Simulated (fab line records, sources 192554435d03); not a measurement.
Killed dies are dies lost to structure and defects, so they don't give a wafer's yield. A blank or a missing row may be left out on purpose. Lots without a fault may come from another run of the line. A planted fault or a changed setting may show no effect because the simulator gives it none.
Which tool did it? | flow n5_finfet | 24 lots, 72 wafers sampled, at 5 steps of a route of 1938

WHAT THE GAUGES READ, wafer by wafer
N5_MOL_CONTACT_COAG_OVL_MEAS_09. Usual: CA_OVL 0.2 nm, standard deviation 0.73.
lot  | measured     | on         | CA_OVL (nm)    | flag
L074 | day 4 16:39  | overlay-01 | 1.1 -0.5 0.5   |
L075 | day 5 03:41  | overlay-02 | 0.5 -0.8 0.4   |
L076 | day 5 06:53  | overlay-02 | 0.2 0.5 0.4    |
L077 | day 5 09:17  | overlay-02 | 1.4 1.4 1.8    |
L078 | day 5 16:26  | overlay-02 | -0.4 0.1 -0.8  |
L079 | day 5 22:51  | overlay-01 | -0.2 0.8 -0.2  |
L080 | day 6 05:30  | overlay-02 | 0.3 -0.3 0.0   |
L081 | day 6 11:34  | overlay-02 | 1.0 0.0 0.6    |
L082 | day 6 15:58  | overlay-02 | 0.2 0.9 -0.7   |
L083 | day 6 23:29  | overlay-02 | 0.5 0.9 0.1    |
L084 | day 7 09:43  | overlay-02 | 0.8 0.3 1.0    |
L085 | day 7 11:11  | overlay-02 | 0.6 -1.3 0.0   |
L086 | day 7 16:14  | overlay-02 | 0.6 -0.3 1.0   |
L087 | day 7 22:14  | overlay-01 | -1.0 -0.4 -0.4 |
L088 | day 8 03:09  | overlay-01 | -0.3 0.4 0.3   |
L089 | day 8 10:21  | overlay-02 | -0.8 -0.8 0.2  |
L090 | day 8 14:22  | overlay-01 | 0.1 -1.3 0.4   |
L091 | day 9 01:22  | overlay-02 | 1.0 -0.1 1.2   |
L092 | day 9 02:57  | overlay-01 | 0.5 0.5 -0.3   |
L093 | day 9 11:17  | overlay-02 | 0.8 2.1 0.9    |
L094 | day 9 19:51  | overlay-02 | 0.6 0.2 0.4    |
L095 | day 9 21:40  | overlay-01 | 0.8 -0.3 1.1   |
L096 | day 10 03:13 | overlay-02 | 0.2 0.4 0.0    |
L097 | day 10 08:43 | overlay-01 | 1.8 1.4 0.8    |

N5_MOL_CONTACT_COAG_INSPECT_10: inspects for defects (brightfield). Usual: raw_defect_count 71, standard deviation 27.
lot  | measured     | on                | raw_defect_count | flag
L074 | day 4 16:43  | defect_inspect-01 | 97 116 47        |
L075 | day 5 03:45  | defect_inspect-02 | 42 73 30         |
L076 | day 5 06:56  | defect_inspect-02 | 81 55 59         |
L077 | day 5 09:20  | defect_inspect-02 | 77 51 86         |
L078 | day 5 16:29  | defect_inspect-01 | 34 43 88         |
L079 | day 5 22:55  | defect_inspect-02 | 71 60 76         |
L080 | day 6 05:34  | defect_inspect-02 | 92 91 116        |
L081 | day 6 11:38  | defect_inspect-01 | 44 105 56        |
L082 | day 6 16:02  | defect_inspect-02 | 71 125 48        |
L083 | day 6 23:32  | defect_inspect-01 | 59 36 51         |
L084 | day 7 09:46  | defect_inspect-01 | 196 81 44        |
L085 | day 7 11:14  | defect_inspect-02 | 52 67 56         |
L086 | day 7 16:17  | defect_inspect-02 | 82 70 77         |
L087 | day 7 22:17  | defect_inspect-02 | 71 71 111        |
L088 | day 8 03:12  | defect_inspect-02 | 58 61 36         |
L089 | day 8 10:24  | defect_inspect-01 | 66 61 42         |
L090 | day 8 14:26  | defect_inspect-01 | 108 91 100       |
L091 | day 9 01:26  | defect_inspect-02 | 61 33 63         |
L092 | day 9 03:01  | defect_inspect-01 | 70 79 49         |
L093 | day 9 11:21  | defect_inspect-02 | 107 116 130      |
L094 | day 9 19:54  | defect_inspect-02 | 53 41 96         |
L095 | day 9 21:44  | defect_inspect-02 | 70 50 110        |
L096 | day 10 03:16 | defect_inspect-01 | 63 55 56         |
L097 | day 10 08:46 | defect_inspect-01 | 64 70 32         |

WHICH TOOL RAN EACH LOT (tool, then ch and the chambers of the sampled wafers, then the start)
lot  | N5_HKMG_FIN_HK_ALD_01           | N5_HKMG_FIN_ETCH_86               | N5_GATE_CUT_ETCHBACK_30
L074 | ald_hk-01 ch 0,2,3, day 3 22:50 | rie_diel-01 ch 0,1, day 4 04:43   | rie_metal-01 ch 0,1, day 4 08:11
L075 | ald_hk-01 ch 1,2,3, day 4 10:16 | rie_diel-01 ch 1,2,3, day 4 16:28 | rie_metal-01 ch 0,1, day 4 20:06
L076 | ald_hk-02 ch 1,2,3, day 4 13:10 | rie_diel-06 ch 0,1, day 4 19:51   | rie_metal-01 ch 0,1, day 4 23:09
L077 | ald_hk-03 ch 0,2,3, day 4 14:27 | rie_diel-06 ch 1,2,3, day 4 21:14 | rie_metal-01 ch 0,1, day 5 00:49
L078 | ald_hk-02 ch 0,2,3, day 4 23:36 | rie_diel-01 ch 0,2,3, day 5 05:38 | rie_metal-03 ch 0,1, day 5 08:57
L079 | ald_hk-02 ch 0,1,2, day 5 06:01 | rie_diel-06 ch 0,2,3, day 5 11:57 | rie_metal-01 ch 0,1, day 5 15:20
L080 | ald_hk-02 ch 0,2,3, day 5 12:46 | rie_diel-02 ch 0,1,3, day 5 18:31 | rie_metal-03 ch 0,1, day 5 21:55
L081 | ald_hk-02 ch 0,1,3, day 5 18:41 | rie_diel-01 ch 0,2,3, day 6 00:43 | rie_metal-01 ch 0,1, day 6 04:23
L082 | ald_hk-02 ch 0,2,3, day 5 23:31 | rie_diel-01 ch 0,2,3, day 6 05:11 | rie_metal-01 ch 0,1, day 6 08:32
L083 | ald_hk-01 ch 1,3, day 6 07:04   | rie_diel-02 ch 0,1,2, day 6 13:02 | rie_metal-03 ch 0,1, day 6 16:20
L084 | ald_hk-02 ch 1,2,3, day 6 17:19 | rie_diel-01 ch 0,2,3, day 6 23:05 | rie_metal-01 ch 0,1, day 7 02:23
L085 | ald_hk-01 ch 0,2,3, day 6 17:52 | rie_diel-02 ch 1,3, day 6 23:40   | rie_metal-03 ch 0,1, day 7 03:09
L086 | ald_hk-03 ch 0,1,2, day 6 22:19 | rie_diel-06 ch 0,1,2, day 7 04:01 | rie_metal-01 ch 0,1, day 7 07:20
L087 | ald_hk-03 ch 1,3, day 7 05:46   | rie_diel-06 ch 0,1,2, day 7 11:43 | rie_metal-01 ch 0,1, day 7 15:01
L088 | ald_hk-03 ch 0,1,2, day 7 10:28 | rie_diel-06 ch 0,2,3, day 7 16:34 | rie_metal-03 ch 0,1, day 7 19:52
L089 | ald_hk-02 ch 1,2,3, day 7 17:43 | rie_diel-02 ch 0,2, day 7 23:27   | rie_metal-02 ch 0,1, day 8 02:55
L090 | ald_hk-02 ch 0,1,2, day 7 21:48 | rie_diel-01 ch 0,1,2, day 8 03:39 | rie_metal-02 ch 0,1, day 8 06:57
L091 | ald_hk-03 ch 1,2,3, day 8 07:41 | rie_diel-02 ch 0,2, day 8 13:28   | rie_metal-01 ch 0, day 8 17:01
L092 | ald_hk-02 ch 1,3, day 8 09:26   | rie_diel-06 ch 0,2, day 8 15:45   | rie_metal-02 ch 0,1, day 8 19:07
L093 | ald_hk-03 ch 0,1,3, day 8 18:49 | rie_diel-02 ch 0,1,3, day 9 00:32 | rie_metal-03 ch 0,1, day 9 03:55
L094 | ald_hk-03 ch 2,3, day 9 03:07   | rie_diel-01 ch 0,1,2, day 9 08:58 | rie_metal-01 ch 0,1, day 9 12:20
L095 | ald_hk-02 ch 1,2,3, day 9 03:40 | rie_diel-02 ch 0,1,3, day 9 10:14 | rie_metal-03 ch 1, day 9 13:45
L096 | ald_hk-02 ch 1,2, day 9 10:06   | rie_diel-06 ch 2,3, day 9 16:22   | rie_metal-03 ch 0,1, day 9 19:40
L097 | ald_hk-02 ch 1,3, day 9 15:46   | rie_diel-01 ch 0,1,3, day 9 21:36 | rie_metal-02 ch 0,1, day 10 01:04
- N5_HKMG_FIN_HK_ALD_01: deposits HfO2, target thk 1.6 nm, pulse time 3 s, purge time 3 s.
- N5_HKMG_FIN_ETCH_86: etches SOC in N2/H2, stops on TiN, target depth 393.2 nm.
- N5_GATE_CUT_ETCHBACK_30: etches TiN in Cl2/Ar, target depth 3 nm.

WHAT THE TOOLS THEMSELVES READ (means of the sampled wafers that have a number; where no wafer has one, the mark that the record gives instead)
N5_HKMG_FIN_HK_ALD_01. Usual: precursor_pulse_height_rel 1.002, standard deviation 0.018.
lot  | tool      | precursor_pulse_height_rel | flag
L074 | ald_hk-01 | 1.002                      |
L075 | ald_hk-01 | 1.003                      |
L076 | ald_hk-02 | 0.997                      |
L077 | ald_hk-03 | 0.989                      |
L078 | ald_hk-02 | 0.983                      |
L079 | ald_hk-02 | 0.993                      |
L080 | ald_hk-02 | 0.994                      |
L081 | ald_hk-02 | 1.003                      |
L082 | ald_hk-02 | 1.005                      |
L083 | ald_hk-01 | 0.990                      |
L084 | ald_hk-02 | 1.018                      |
L085 | ald_hk-01 | 0.976                      |
L086 | ald_hk-03 | 1.004                      |
L087 | ald_hk-03 | 0.982                      |
L088 | ald_hk-03 | 1.004                      |
L089 | ald_hk-02 | 1.013                      |
L090 | ald_hk-02 | 1.017                      |
L091 | ald_hk-03 | 1.005                      |
L092 | ald_hk-02 | 1.001                      |
L093 | ald_hk-03 | 0.992                      |
L094 | ald_hk-03 | 0.989                      |
L095 | ald_hk-02 | 1.015                      |
L096 | ald_hk-02 | 1.007                      |
L097 | ald_hk-02 | 1.004                      |

N5_HKMG_FIN_ETCH_86. Usual: drypump_motor_current_A 5.7 A, standard deviation 0.5; oes_product_au 0.81 a.u., standard deviation 0.093; rf_fwd_power_W 844.5 W, standard deviation 2.4; rf_vpp_V 240.7 V, standard deviation 1.5; showerhead_plenum_p_Torr 2.55 Torr, standard deviation 0.093; throttle_valve_pct 17.82 %, standard deviation 0.29.
lot  | tool        | drypump_motor_current_A (A) | oes_product_au (a.u.) | rf_fwd_power_W (W) | rf_vpp_V (V) | showerhead_plenum_p_Torr (Torr) | throttle_valve_pct (%) | flag
L074 | rie_diel-01 | 4.9                         | 0.76                  | 845.1              | 239.7        | 2.49                            | 18.12                  |
L075 | rie_diel-01 | 5.5                         | 0.80                  | 844.1              | 241.0        | 2.51                            | 17.97                  |
L076 | rie_diel-06 | 5.9                         | 0.82                  | 844.2              | 242.1        | 2.63                            | 17.61                  |
L077 | rie_diel-06 | 5.8                         | 0.74                  | 844.5              | 241.4        | 2.54                            | 18.00                  |
L078 | rie_diel-01 | 5.4                         | 0.79                  | 844.6              | 240.6        | 2.54                            | 17.77                  |
L079 | rie_diel-06 | 5.6                         | 0.81                  | 843.6              | 241.5        | 2.61                            | 17.90                  |
L080 | rie_diel-02 | 6.0                         | 0.80                  | 844.4              | 240.7        | 2.56                            | 17.75                  |
L081 | rie_diel-01 | 5.4                         | 0.78                  | 843.8              | 240.9        | 2.54                            | 17.78                  |
L082 | rie_diel-01 | 5.4                         | 0.78                  | 844.8              | 241.0        | 2.54                            | 17.77                  |
L083 | rie_diel-02 | 5.9                         | 0.88                  | 846.9              | 240.4        | 2.59                            | 17.68                  |
L084 | rie_diel-01 | 5.4                         | 0.77                  | 843.1              | 240.5        | 2.54                            | 17.78                  |
L085 | rie_diel-02 | 6.3                         | 0.74                  | 843.5              | 240.3        | 2.46                            | 17.72                  |
L086 | rie_diel-06 | 5.8                         | 0.84                  | 844.7              | 241.7        | 2.60                            | 17.76                  |
L087 | rie_diel-06 | 5.9                         | 0.83                  | 844.3              | 240.7        | 2.60                            | 17.77                  |
L088 | rie_diel-06 | 5.6                         | 0.78                  | 843.7              | 241.4        | 2.60                            | 17.94                  |
L089 | rie_diel-02 | 5.7                         | 0.89                  | 843.7              | 241.7        | 2.65                            | 17.74                  |
L090 | rie_diel-01 | 5.3                         | 0.80                  | 842.8              | 240.0        | 2.53                            | 17.93                  |
L091 | rie_diel-02 | 5.7                         | 0.88                  | 842.8              | 242.2        | 2.64                            | 17.76                  |
L092 | rie_diel-06 | 5.6                         | 0.79                  | 846.3              | 242.8        | 2.67                            | 17.84                  |
L093 | rie_diel-02 | 6.0                         | 0.87                  | 844.5              | 239.9        | 2.54                            | 17.67                  |
L094 | rie_diel-01 | 5.3                         | 0.79                  | 844.4              | 240.4        | 2.52                            | 17.94                  |
L095 | rie_diel-02 | 6.0                         | 0.85                  | 845.3              | 240.2        | 2.54                            | 17.68                  |
L096 | rie_diel-06 | 5.5                         | 0.75                  | 844.0              | 240.3        | 2.51                            | 18.09                  |
L097 | rie_diel-01 | 5.0                         | 0.77                  | 844.0              | 239.7        | 2.48                            | 17.94                  |

N5_GATE_CUT_ETCHBACK_30. Usual: drypump_motor_current_A 5.5 A, standard deviation 0.53; oes_product_au 0.83 a.u., standard deviation 0.098; rf_fwd_power_W 587.0 W, standard deviation 2.8; throttle_valve_pct 20.82 %, standard deviation 0.26.
lot  | tool         | drypump_motor_current_A (A) | oes_product_au (a.u.) | rf_fwd_power_W (W) | throttle_valve_pct (%) | flag
L074 | rie_metal-01 | 5.6                         | 0.88                  | 588.0              | 20.94                  |
L075 | rie_metal-01 | 5.6                         | 0.87                  | 585.6              | 20.96                  |
L076 | rie_metal-01 | 5.6                         | 0.87                  | 587.6              | 20.95                  |
L077 | rie_metal-01 | 5.6                         | 0.87                  | 585.4              | 20.96                  |
L078 | rie_metal-03 | 5.3                         | 0.90                  | 587.2              | 20.54                  |
L079 | rie_metal-01 | 5.6                         | 0.86                  | 586.2              | 20.96                  |
L080 | rie_metal-03 | 5.3                         | 0.90                  | 588.5              | 20.54                  |
L081 | rie_metal-01 | 5.6                         | 0.85                  | 588.7              | 20.94                  |
L082 | rie_metal-01 | 5.4                         | 0.88                  | 587.3              | 20.90                  |
L083 | rie_metal-03 | 5.3                         | 0.89                  | 585.8              | 20.54                  |
L084 | rie_metal-01 | 5.6                         | 0.84                  | 585.7              | 20.96                  |
L085 | rie_metal-03 | 5.9                         | 0.89                  | 590.7              | 20.44                  |
L086 | rie_metal-01 | 5.6                         | 0.84                  | 587.9              | 20.97                  |
L087 | rie_metal-01 | 5.6                         | 0.84                  | 584.7              | 20.98                  |
L088 | rie_metal-03 | 5.3                         | 0.87                  | 586.5              | 20.56                  |
L089 | rie_metal-02 | 5.5                         | 0.64                  | 586.6              | 21.11                  |
L090 | rie_metal-02 | 5.4                         | 0.64                  | 587.3              | 21.12                  |
L091 | rie_metal-01 | 5.9                         | 0.79                  | 586.1              | 21.07                  |
L092 | rie_metal-02 | 5.5                         | 0.64                  | 584.6              | 21.13                  |
L093 | rie_metal-03 | 5.3                         | 0.87                  | 589.4              | 20.56                  |
L094 | rie_metal-01 | 5.4                         | 0.85                  | 587.8              | 20.90                  |
L095 | rie_metal-03 | 4.8                         | 0.87                  | 582.4              | 20.66                  |
L096 | rie_metal-03 | 5.9                         | 0.86                  | 590.6              | 20.45                  |
L097 | rie_metal-02 | 5.5                         | 0.63                  | 584.2              | 21.05                  |

THE ANSWER, worked out from the rows above alone
Rule: a lot is off if the mean of its wafers that have a number lies more than 3 standard deviations from the usual mean. A lot without any number at a reading at which 4 lots or more have one is off too. The other lots that the step has rows for count as sound. The gauges are gone through in route order, then the tools' own readings, and for those a lot's mean is taken as printed above. The first step at which some lot is off is used, and at that step the reading that is off furthest; a lot without a number counts as furthest.
No lot is off at any reading shown: from this, nothing can be told.

WHAT THE SIMULATOR HAD PUT IN
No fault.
